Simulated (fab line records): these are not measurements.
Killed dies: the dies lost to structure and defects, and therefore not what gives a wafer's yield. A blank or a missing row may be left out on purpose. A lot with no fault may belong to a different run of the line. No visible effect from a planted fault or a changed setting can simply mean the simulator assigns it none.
Split-lot study | flow n5-finfet | 21 wafers read across 7 lots, on a route 1938 steps long

== ON THE SPLIT ==
At N5_SD_EPI_P_EPI_21 (deposits SiGe:B, time 355 s), the setting temp-c was moved away from the recipe's 550 C on 2 of the 21 wafers read, by +0.3% to +0.5%. All remaining wafers had this setting at the recipe value.

== FROM THE SPLIT TO THE READING: what the file shows between them, 5 steps ==
- N5_SD_EPI_P_HM_STRIP_48: strips SiNx in H3PO4, material SiNx, target depth 3 nm
- N5_SD_EPI_P_SRD_49: time 30 s
- N5_SD_EPI_P_PRECLEAN_24: cleans in O3/DIW, time 45 s
- N5_SD_ACTIVATION_RTA_00: time 0 s
- N5_SD_ACTIVATION_LSA_01: time 0.0008 s

== THE READING ==
RS_SD_P, in ohm/sq, at N5_SD_ACTIVATION_RS_MEAS_03 (measures by four-point-probe). A value of 56.0 ohm/sq with a standard deviation of 0.89 ohm/sq is what fault-free wafers of this fab line usually give.

wafer  | tool, chamber at the split | temp-c as run, C | against the recipe | RS_SD_P, ohm/sq | against lot-mates on the recipe
L074.1 | epi-rpcvd-04, 0            | 550              | recipe             | 55.2            | -
L074.4 | epi-rpcvd-04, 0            | 550              | recipe             | 55.4            | -
L074.5 | epi-rpcvd-04, 0            | 551.9            | +0.3%              | 52.7            | -2.6
L078.3 | epi-rpcvd-01, 0            | 550              | recipe             | 54.9            | -
L078.4 | epi-rpcvd-01, 0            | 550              | recipe             | 54.8            | -
L078.6 | epi-rpcvd-01, 0            | 550              | recipe             | 55.0            | -
L082.3 | epi-rpcvd-04, 0            | 550              | recipe             | 55.1            | -
L082.4 | epi-rpcvd-04, 0            | 550              | recipe             | 55.3            | -
L082.5 | epi-rpcvd-04, 0            | 550              | recipe             | 56.1            | -
L086.2 | epi-rpcvd-04, 0            | 550              | recipe             | 57.3            | -
L086.4 | epi-rpcvd-04, 0            | 550              | recipe             | 57.1            | -
L086.5 | epi-rpcvd-04, 0            | 550              | recipe             | 57.7            | -
L087.4 | epi-rpcvd-01, 0            | 550              | recipe             | 56.3            | -
L087.5 | epi-rpcvd-01, 0            | 552.9            | +0.5%              | 51.5            | -4.7
L087.6 | epi-rpcvd-01, 0            | 550              | recipe             | 56.1            | -
L093.1 | epi-rpcvd-04, 0            | 550              | recipe             | 56.4            | -
L093.3 | epi-rpcvd-04, 0            | 550              | recipe             | 56.8            | -
L093.5 | epi-rpcvd-04, 0            | 550              | recipe             | 56.6            | -
L095.3 | epi-rpcvd-01, 0            | 550              | recipe             | 55.0            | -
L095.5 | epi-rpcvd-01, 0            | 550              | recipe             | 54.9            | -
L095.6 | epi-rpcvd-01, 0            | 550              | recipe             | 55.5            | -

FIT RESULTS
A straight line over all 21 wafers: RS_SD_P changes by -8.54 ohm/sq for each +1% of temp-c; r = -0.80; the points scatter about the line by 0.89 ohm/sq.
The same after taking each lot's own level away (the mean of its wafers on the recipe; 21 wafers): -8.51 ohm/sq for each +1%; r = -0.98; scatter 0.26 ohm/sq.
On that fit, the largest move of temp-c shifts the reading by 4.5 ohm/sq.
From 54.90 to 57.37 ohm/sq: that is the span of the lots' own levels, equal to 2.8 times the standard deviation above.
So the lot-to-lot level blurs the effect unless lot-mates are compared.
Check: with one of the wafers moved furthest among these (+0.5%) left out of the fit, the line predicts -3.97 ohm/sq for it against its lot-mates. Against them it came out at -4.7 ohm/sq.

== ADDITIONAL SPLITS CARRIED BY THESE WAFERS ==
Note: prior to the reading, these wafers also went through further splits. Each is held against what the fit with the lots' levels taken away leaves over:
other split on the same wafers          | wafers away from the commonest value | r with RS_SD_P (lot level and that fit taken away)
N5_ZERO_LAYER_PECVD_02 time-s           | 8                                    | -0.24
N5_ZERO_LAYER_EXPOSE_08 dose-mj         | 6                                    | +0.20
N5_ZERO_LAYER_DEVELOP_10 develop-time-s | 5                                    | +0.13
N5_PMOS_HMC_CHANNEL_EPI_ETCH_32 bias-w  | 8                                    | -0.10
N5_FIN_SAQP_ETCH_65 time-s              | 5                                    | +0.13
N5_SD_EPI_N_COAT_33 spin-rpm            | 11                                   | -0.03
N5_SD_EPI_N_EXPOSE_06 dose-mj           | 4                                    | +0.11
N5_SD_EPI_P_ETCH_16 target-depth-a      | 7                                    | +0.02

== THE WHOLE CHAIN: every reading that the file lists as answering this split, in the file's order ==
step                        | what it does                                           | reading                                                                           | change (the file's fit)              | r (the file's)
N5_SD_EPI_P_EPI_21          | deposits SiGe:B, time 355 s                            | SiGe-B_of_SD_EPI_P_EPI_21.thk-nm (the simulator's own value, which no gauge read) | +8.45 nm for each +1% of the setting | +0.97
N5_SD_EPI_P_HM_STRIP_48     | strips SiNx in H3PO4, material SiNx, target depth 3 nm | SiGe-B_of_SD_EPI_P_EPI_21.thk-nm (the simulator's own value, which no gauge read) | +8.54 nm for each +1% of the setting | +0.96
N5_SD_ACTIVATION_RS_MEAS_03 | measures by four-point-probe                           | RS_SD_P                                                                           | -8.51 for each +1% of the setting    | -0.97

== FILE'S OWN FIT ==
RS_SD_P changes by -8.51 ohm/sq for each +1% of temp-c, r = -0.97.
